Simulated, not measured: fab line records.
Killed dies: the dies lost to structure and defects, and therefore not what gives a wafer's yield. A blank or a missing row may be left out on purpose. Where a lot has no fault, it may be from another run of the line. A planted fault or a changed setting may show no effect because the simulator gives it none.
Chamber matching -- flow n5_finfet -- 4 sister chambers for N5_GATE_CUT_STRIP_42 on rie_diel-04
The step strips in O2. 4 wafers are shown with their chamber, then 11 later ones without.

## WAFERS PAIRED WITH THEIR CHAMBERS
wafer,chamber,drypump_motor_current_A (A)
L089.5,1,4.7
L091.1,0,5.3
L091.2,2,6.5
L092.3,3,6.8

## WAFERS MISSING THEIR CHAMBER
wafer,drypump_motor_current_A (A)
L092.5,6.8
L092.6,6.5
L093.2,6.8
L093.5,4.7
L093.6,5.4
L094.1,4.7
L094.4,6.7
L094.6,5.4
L096.2,6.7
L096.4,6.5
L096.6,6.8

## WHICH CHAMBER EACH WENT THROUGH
wafer,from the rows above,in truth
L092.5,3,3
L092.6,2,2
L093.2,3,3
L093.5,1,1
L093.6,0,0
L094.1,1,1
L094.4,can't be placed: 3 or 2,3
L094.6,0,0
L096.2,can't be placed: 3 or 2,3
L096.4,2,2
L096.6,3,3
Correctly placed: 9 of 11. Cannot be placed on the basis of these rows: 2; the candidates contain the true chamber in 2. Wrongly placed: 0.
How it was worked out, from the rows above alone: a wafer's distance from a chamber is the root of the sum, over the readings, of the square of ((its reading less the chamber's mean) divided by the reading's scatter). The wafer belongs to the nearest chamber; if the next one is less than 2 further off, it can't be placed. The mean given for a chamber averages the wafers shown for that chamber. The scatter: root of mean squared gap, hidden wafer to nearest shown wafer, with one shown wafer a chamber.
